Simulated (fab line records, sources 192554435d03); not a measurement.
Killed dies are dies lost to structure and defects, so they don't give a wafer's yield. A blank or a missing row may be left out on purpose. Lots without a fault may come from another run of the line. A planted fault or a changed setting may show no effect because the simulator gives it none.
Chamber matching | flow n5_finfet | N5_BEOL_M7_ETCH_61 on rie_diel-02: 4 sister chambers
The step etches SiARC in CF4, target depth 45.5 nm, time 75.8 s. 4 wafers are shown with their chamber, then 7 later ones without.

WAFERS WITH THEIR CHAMBER
wafer  | chamber | oes_product_au (a.u.)
L084.5 | 1       | 0.78
L086.6 | 3       | 0.58
L089.1 | 0       | 0.59
L089.3 | 2       | 0.76

WAFERS WITHOUT THEIR CHAMBER
wafer  | oes_product_au (a.u.)
L089.6 | 0.59
L091.1 | 0.57
L091.2 | 0.75
L091.6 | 0.76
L095.1 | 0.56
L095.4 | 0.74
L095.5 | 0.74

WHICH CHAMBER EACH WENT THROUGH
wafer  | from the rows above     | in truth
L089.6 | can't be placed: 0 or 3 | 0
L091.1 | can't be placed: 3 or 0 | 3
L091.2 | can't be placed: 2 or 1 | 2
L091.6 | can't be placed: 2 or 1 | 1
L095.1 | can't be placed: 3 or 0 | 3
L095.4 | can't be placed: 2 or 1 | 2
L095.5 | can't be placed: 2 or 1 | 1
Placed correctly: 0 of 7. Can't be placed from these rows: 7 (the true chamber is among the candidates in 7). Placed wrongly: 0.
How it was worked out, from the rows above alone: a wafer's distance from a chamber is the root of the sum, over the readings, of the square of ((its reading less the chamber's mean) divided by the reading's scatter). The wafer belongs to the nearest chamber; if the next one is less than 2 further off, it can't be placed. A chamber's mean is the mean of its shown wafers. The scatter: with one shown wafer a chamber, the root of the mean of the squares of how far each hidden wafer lies from its nearest shown one.
